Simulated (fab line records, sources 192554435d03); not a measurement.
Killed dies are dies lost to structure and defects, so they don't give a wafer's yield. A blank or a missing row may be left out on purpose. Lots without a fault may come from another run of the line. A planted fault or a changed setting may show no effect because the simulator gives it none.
fab line records | flow n5_finfet
record lots=10 wafers=30 last_day=18
route steps=1938 shown BEOL_M7@1308 PASSIVATION@1936
lots that met no fault: from a run of the same line without faults
start_h: hours from the record's first day to the start of the lot's first wafer shown | wait_h: hours since the lot's step before | " the same as in the row above | L1.1+2: a row that stands for several wafers | - no value, or no start given | * or withheld: withheld | < > ~ a bound
route shown NAME@n: a module of which the file shows steps, and the number in the route of the first | usual: mean/standard deviation of fault-free wafers | same: alike in all rows | chamber/n: place in a boat | sites: the reading at each site | _std_site: their standard deviation | _edge_site: outer sites' mean less inner sites' | radius_mm: how far each site lies from the wafer's centre | mask NAME#n: copy n | behind: the tool/chamber that last shaped the wafer | hold: why the lot was held/for how many hours/how that ended | device: the transistor (n, p or np) that didn't switch | end of line: the same wafers' tests at the end of the route | a step without rows: its recipe alone | killed: dies lost to structure and defects at the first sort, not the wafer's yield | map: a wafer's dies, x killed, . not, _ none there
set.NAME: the setting as run; set.NAME@STEP: as run at that earlier step | model.NAME: the simulator's own value behind a step, which no gauge read
steps of the route over a sample of lots; a table a step, a row a wafer
services: from which hour (start_h, from the record's first day; less than 0 if before it) a tool's chamber was out of use, for how many hours, and why
## steps
# step N5_BEOL_M7_TRENCH_ETCH_37
# recipe chemistry=C4F6/O2 target_depth_a=934.78 target=SiCOH_lowk time_s=31.2 ion_energy_ev=250 pressure_mtorr=30 source_w=345 bias_w=185 Ar_flow_sccm=300 C4F6_flow_sccm=10 O2_flow_sccm=10
# usual drypump_motor_current_A=5.8/0.51 oes_ar_750_au=0.76/0.091 oes_product_au=0.75/0.094 rf_vpp_V=668/7.3 showerhead_plenum_p_Torr=2.83/0.077 throttle_valve_pct=21.0/0.3
# columns lot.wafer tool chamber start_h wait_h drypump_motor_current_A oes_ar_750_au oes_product_au rf_hours_counter_h rf_vpp_V showerhead_plenum_p_Torr throttle_valve_pct
L984.1 rie_diel-04 1 - - 6.5 0.76 0.75 170 652 2.73 21.1
L984.3 " 2 " " 5.5 0.75 0.75 179 673 2.94 21.0
L984.5 " 2 " " 5.5 0.75 0.75 - 673 2.94 21.0
L991.1 rie_diel-05 0 - - 5.4 0.68 0.68 235 670 2.80 21.1
L991.2 " 3 " " 5.6 0.71 0.69 221 676 2.81 21.4
L991.5 " 1 " " 6.7 0.69 0.69 - 675 2.80 21.2
L989.1 rie_diel-05 2 - - 5.5 0.91 0.92 10 658 2.79 20.5
L989.2 " 3 " " 5.6 0.70 0.69 223 674 2.81 21.4
L989.5 " 0 " " 5.4 0.68 0.67 - 671 2.80 21.1
L988.1 rie_diel-05 3 - - 5.6 0.70 0.69 224 674 2.81 21.4
L988.2 " 2 " " 5.5 0.91 0.92 12 658 2.79 20.5
L988.5 " 2 " " 5.5 0.91 0.91 - 659 2.79 20.5
L992.1 rie_diel-02 3 - - 4.7 0.72 0.71 215 659 2.83 21.2
L992.4 " 2 " " 5.6 0.73 0.73 164 676 2.84 20.7
L992.5 " 2 " " 5.6 0.73 0.73 - 676 2.84 20.7
L998.1 rie_diel-02 1 - - 5.9 0.88 0.89 44 672 3.02 20.6
L998.4 " 3 " " 4.8 0.72 0.71 221 660 2.83 21.2
L998.5 " 3 " " 4.8 0.72 0.71 - 660 2.83 21.2
L101.1 rie_diel-05 2 - - 5.5 0.86 0.86 35 659 2.78 20.6
L101.4 " 3 " " 5.6 0.69 0.68 - 674 2.80 21.5
L101.6 " 2 " " 5.5 0.86 0.86 - 658 2.78 20.6
L102.1 rie_diel-05 2 - - 5.5 0.85 0.86 36 658 2.78 20.6
L102.5 " 1 " " 6.7 0.67 0.68 - 675 2.80 21.2
L102.6 " 3 " " 5.6 0.70 0.68 - 673 2.80 21.4
L103.3 rie_diel-04 1 - - 6.6 0.73 0.72 211 652 2.71 21.1
L103.5 " 3 " " 5.6 0.91 0.91 - 674 3.02 21.0
L103.6 " 2 " " 5.5 0.72 0.72 - 672 2.92 21.0
L105.2 rie_diel-05 0 - - 5.4 0.95 0.95 8 670 2.79 20.7
L105.4 " 0 " " 5.4 0.95 0.96 - 670 2.79 20.7
L105.6 " 3 " " 5.6 0.69 0.68 - 673 2.80 21.5
# step N5_BEOL_M7_CURE_75
# recipe temp_c=370 time_s=120 ambient=DMADMS/He material=SiCOH_lowk
# usual lamp_power_pct=52.31/0.055 wafer_temp_C_max=372.0/0.78
# columns lot.wafer tool chamber start_h wait_h lamp_power_pct wafer_temp_C_max
L984.1 uv_cure-02 1 211.69 0.0 52.29 372.1
L984.3 " 1 " " 52.27 372.3
L984.5 " 1 " " 52.34 371.5
L991.1 uv_cure-03 2 256.50 0.0 52.22 371.2
L991.2 " 2 " " 52.18 370.7
L991.5 " 2 " " 52.23 371.6
L989.1 uv_cure-02 0 264.99 0.1 52.27 371.5
L989.2 " 0 " " 52.37 371.5
L989.5 " 0 " " 52.37 371.1
L988.1 uv_cure-03 2 270.10 0.0 52.29 371.5
L988.2 " 2 " " 52.35 371.6
L988.5 " 2 " " 52.27 371.4
L992.1 uv_cure-02 1 279.45 0.0 52.32 373.5
L992.4 " 1 " " 52.25 372.2
L992.5 " 1 " " 52.35 372.3
L998.1 uv_cure-03 1 302.76 0.0 52.38 373.5
L998.4 " 1 " " 52.30 373.2
L998.5 " 1 " " 52.44 372.9
L101.1 uv_cure-02 1 331.63 0.0 52.30 372.2
L101.4 " 1 " " 52.37 372.4
L101.6 " 1 " " 52.31 372.1
L102.1 uv_cure-02 0 334.81 0.0 52.39 371.8
L102.5 " 0 " " 52.42 371.5
L102.6 " 0 " " 52.28 371.6
L103.3 uv_cure-01 0 338.68 0.1 52.31 371.3
L103.5 " 0 " " 52.31 371.2
L103.6 " 0 " " 52.31 371.1
L105.2 uv_cure-01 0 358.78 0.2 52.31 371.6
L105.4 " 0 " " 52.39 371.4
L105.6 " 0 " " 52.36 371.1
# step N5_BEOL_M7_CVD_78
# recipe material=Co target_thk_a=20 temp_c=withheld precursor=CCTBA/H2 pressure_torr=30 time_s=142.3
# columns lot.wafer tool chamber start_h wait_h
L984.1+3+5 cvd_co-02 2,0,0 214.37 0.3
L991.1+2+5 cvd_co-01 1,2,1 257.38 0.1
L989.1+2+5 cvd_co-02 0,1,2 265.96 0.1
L988.1+2+5 cvd_co-01 2,0,1 271.23 0.0
L992.1+4+5 cvd_co-02 2,2,0 280.48 0.0
L992.1+4+5 cvd_co-02 2,2,0 280.76 0.2
L998.1+4+5 cvd_co-02 0,2,0 303.98 0.0
L998.1+4+5 cvd_co-02 0,2,0 304.33 0.3
L101.1+4+6 cvd_co-01 2 334.23 0.1
L102.1+5+6 cvd_co-01 0,0,2 335.94 0.1
L103.3+5+6 cvd_co-02 1,1,2 339.73 0.3
L105.2+4+6 cvd_co-02 0,2,0 360.11 0.4
# step N5_BEOL_M7_ANNEAL_51
# recipe temp_c=225 time_s=90 ambient=N2
# usual wafer_temp_C_max=226.1/0.3
# columns lot.wafer tool chamber start_h wait_h wafer_temp_C_max
L984.1 rtp_anneal-02 0 214.82 0.2 225.9
L984.3 " 0 " " 226.1
L984.5 " 0 " " 226.4
L991.1 rtp_anneal-02 0 257.80 0.1 226.1
L991.2 " 0 " " 226.2
L991.5 " 0 " " 226.3
L989.1 rtp_anneal-01 0 268.05 0.2 225.8
L989.2 " 0 " " 226.0
L989.5 " 0 " " 225.7
L988.1 rtp_anneal-01 0 271.81 0.1 225.8
L988.2 " 0 " " 225.8
L988.5 " 0 " " 225.8
L992.1 rtp_anneal-02 0 281.09 0.1 226.6
L992.4 " 0 " " 226.3
L992.5 " 0 " " 226.2
L998.1 rtp_anneal-02 0 304.73 0.1 226.9
L998.4 " 0 " " 226.0
L998.5 " 0 " " 226.3
L101.1 rtp_anneal-02 0 334.72 0.1 226.3
L101.4 " 0 " " 225.9
L101.6 " 0 " " 225.8
L102.1 rtp_anneal-01 0 337.08 0.8 225.6
L102.5 " 0 " " 226.1
L102.6 " 0 " " 225.7
L103.3 rtp_anneal-02 0 340.17 0.1 226.0
L103.5 " 0 " " 226.3
L103.6 " 0 " " 226.1
L105.2 rtp_anneal-02 0 360.91 0.2 226.1
L105.4 " 0 " " 225.8
L105.6 " 0 " " 225.9
# step N5_BEOL_M7_CMP_52
# recipe stop_on=SiCOH_lowk t_overpolish_s=6.9 down_force_psi=1 platen_rpm=50 clearing_platen_down_force_psi=1.5 clearing_platen_rpm=50 post_cmp_clean=cu_alkaline target_thk_nm=80 clearing_platen_pad_velocity_m_s=0.99484 pad_velocity_m_s=0.99484
# usual barrier_field_endpoint_s=29.0/0.64 edge_zone_pressure_frac=1.000/0.0055 motor_current_A=5.8/0.86 overpolish_run_s=6.900/0.0081 platen_rpm=50.00/0.033 slurry_filter_dp_kPa=13.50/0.14 time_to_endpoint_s=63.1/2.9
# columns lot.wafer tool chamber start_h wait_h barrier_field_endpoint_s edge_zone_pressure_frac motor_current_A overpolish_run_s platen_rpm slurry_filter_dp_kPa time_to_endpoint_s
L984.3 cmp-03 2 215.30 0.3 28.5 1.000 4.7 6.899 50.04 13.46 62.4
L984.1 " 3 " " 27.9 0.993 7.5 6.918 50.04 13.63 58.8
L984.5 " 0 " " 28.8 0.995 4.7 6.891 50.00 13.43 61.2
L991.1 cmp-04 1 258.12 0.3 29.8 0.996 5.5 6.897 49.97 13.67 66.1
L991.2 " 2 " " 29.4 1.006 5.1 6.901 50.00 13.26 64.7
L991.5 " 1 " " 28.9 0.995 5.6 6.894 50.00 13.57 63.7
L989.2 cmp-02 1 268.42 0.3 29.4 0.996 7.1 6.906 50.04 13.61 65.2
L989.1 " 2 " " 29.0 1.001 6.8 6.905 49.99 13.46 63.3
L989.5 " 0 " " 28.1 0.994 5.2 6.902 49.95 13.43 60.0
L988.2 cmp-04 2 272.18 0.3 29.6 0.998 5.0 6.910 49.98 13.74 62.5
L988.1 " 3 " " 29.4 0.998 5.0 6.879 50.01 13.51 61.7
L988.5 " 0 " " 30.0 1.004 6.4 6.895 49.99 13.45 61.7
L992.1 cmp-02 3 281.44 0.3 31.6 0.997 5.6 6.901 50.04 13.57 64.7
L992.4 " 0 " " 30.9 0.991 5.3 6.905 49.95 13.49 60.8
L992.5 " 3 " " 31.8 1.000 5.7 6.894 49.97 13.60 63.6
L998.1 cmp-04 1 305.03 0.3 31.0 1.003 5.3 6.912 49.99 13.75 66.0
L998.4 " 0 " " 32.3 0.996 6.3 6.899 49.96 13.29 70.5
L998.5 " 1 " " 31.8 1.001 5.3 6.910 50.01 13.41 66.9
L101.1 cmp-04 3 335.03 0.3 28.8 1.001 5.2 6.908 49.99 13.51 65.8
L101.4 " 0 " " 29.3 1.002 6.4 6.903 49.96 13.73 65.8
L101.6 " 3 " " 29.1 0.996 5.4 6.910 50.01 13.29 64.0
L102.1 cmp-04 2 337.39 0.3 28.3 1.001 5.3 6.892 50.02 13.61 61.3
L102.5 " 2 " " 28.9 1.005 5.1 6.914 50.03 13.57 63.5
L102.6 " 3 " " 29.4 0.994 5.3 6.908 49.98 13.37 63.5
L103.3 cmp-02 0 340.45 0.2 28.0 0.996 5.1 6.907 50.06 13.55 56.9
L103.6 " 2 " " 29.4 1.002 6.7 6.895 50.00 13.29 59.5
L103.5 " 3 " " 29.9 1.002 5.5 6.907 49.87 13.58 62.2
L105.2 cmp-04 1 361.17 0.2 29.1 0.992 5.5 6.913 50.00 13.80 62.0
L105.4 " 2 " " 28.2 0.998 4.9 6.912 50.00 13.66 58.4
L105.6 " 2 " " 30.6 0.990 5.2 6.900 49.97 13.43 62.4
# step N5_PASSIVATION_PROBE_49
# usual defect_limited_yield=91.1/1.4 killed_at_M0_to_M3=33/10 killed_at_M4_up=15/5.8 killed_at_contacts=13/5.9 killed_at_front_end=39/11 killed_at_other=4/3.6 killed_dies=105/16 killed_open=68/11 killed_short=34/7.8 sort_bin_5_function=5.2/0.88 sort_bin_6_memory=3.3/0.61 sort_n_pass=1075/16 sort_yield_pct=91.1/1.4
# same gross_dies=1180 killed_at_back_side=0 sort_bin_4_leakage[%]=0 sort_bin_8_speed[%]=0
# columns lot.wafer tool chamber start_h wait_h defect_limited_yield[%] killed_at_M0_to_M3 killed_at_M4_up killed_at_contacts killed_at_front_end killed_at_other killed_dies killed_open killed_short sort_bin_5_function[%] sort_bin_6_memory[%] sort_n_pass sort_yield_pct[%]
L998.1 prober-01 - 381.69 0.0 87.3 70 14 7 52 7 150 87 62 7.3 4.7 1030 87.3
L998.4 prober-01 - 381.84 0.2 89.0 35 27 6 56 6 130 80 45 6.6 3.9 1050 89.0
L998.5 prober-01 - 381.89 0.2 90.8 43 19 2 40 4 108 74 29 5.1 3.4 1072 90.8
# killed by level:class
L998.1 FIN_SAQP:geometric_particle:short=14 FIN_SAQP:geometric_particle:open=11 BEOL_M2:geometric_particle:open=11 BEOL_M3:geometric_particle:open=11 BEOL_M0_SAQP:geometric_particle:short=10 BEOL_M1:geometric_particle:open=10 BEOL_M2:geometric_particle:short=9 BEOL_M0:geometric_particle:open=7
L998.4 FIN_SAQP:geometric_particle:short=20 BEOL_M3:geometric_particle:open=12 BEOL_M4:geometric_particle:open=10 FIN_SAQP:geometric_particle:open=9 STI_FIN_REVEAL:geometric_particle:open=9 STI_FIN_REVEAL:geometric_particle:short=7 BEOL_M2:geometric_particle:open=6 MOL_CONTACT_COAG:geometric_particle:open=5
L998.5 BEOL_M0_SAQP:geometric_particle:open=12 STI_FIN_REVEAL:geometric_particle:open=9 BEOL_M0:geometric_particle:open=8 FIN_SAQP:geometric_particle:short=7 BEOL_M0_SAQP:geometric_particle:short=6 BEOL_M3:geometric_particle:open=6 BEOL_M4:geometric_particle:open=6 BEOL_M8:geometric_particle:open=5
## services
# columns tool chamber start_h hours kind
cvd_co-02 - 187.73 2.7 repair
uv_cure-01 - 191.61 6.0 pm
cmp-04 - 192.11 4.0 pm
cvd_co-02 - 194.94 4.3 pm
rie_diel-02 0 202.66 7.8 repair
rie_diel-02 2 206.69 6.6 repair
cmp-02 - 211.14 20.4 pm
uv_cure-03 - 213.11 1.6 repair
cvd_co-01 2 234.87 6.3 repair
cmp-02 - 237.50 1.2 repair
uv_cure-02 - 238.24 6.0 pm
cmp-02 - 244.44 0.2 repair
cmp-02 - 255.96 2.2 repair
rie_diel-02 3 267.45 4.0 repair
uv_cure-03 - 271.63 2.1 pm
cmp-02 - 271.97 4.0 pm
rie_diel-02 - 275.75 2.8 pm
uv_cure-03 - 287.93 0.3 repair
uv_cure-01 - 299.81 3.4 pm
uv_cure-02 - 305.01 7.5 pm
cvd_co-02 - 306.65 3.3 repair
cvd_co-02 0 318.60 4.8 repair
cvd_co-02 1 354.90 7.9 repair
cmp-02 - 357.88 1.3 repair
## key
first_sign step=N5_BEOL_M7_CVD_78 reading=visit direction=added
effect step=N5_BEOL_M7_CMP_52 reading=barrier_field_endpoint_s direction=up sigmas=4 usual=29.0 struck=31.6
met_at N5_BEOL_M7_CVD_78
struck_lots L992,L998
not_acting_at N5_BEOL_M7_TRENCH_ETCH_37,N5_BEOL_M7_CURE_75,N5_BEOL_M7_ANNEAL_51
fault kind=repeated_step_whole tool=cvd_co-01,cvd_co-02 chamber=- onset_h=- steps=N5_BEOL_M7_CVD_78 times=1 scope=struck_lots_only
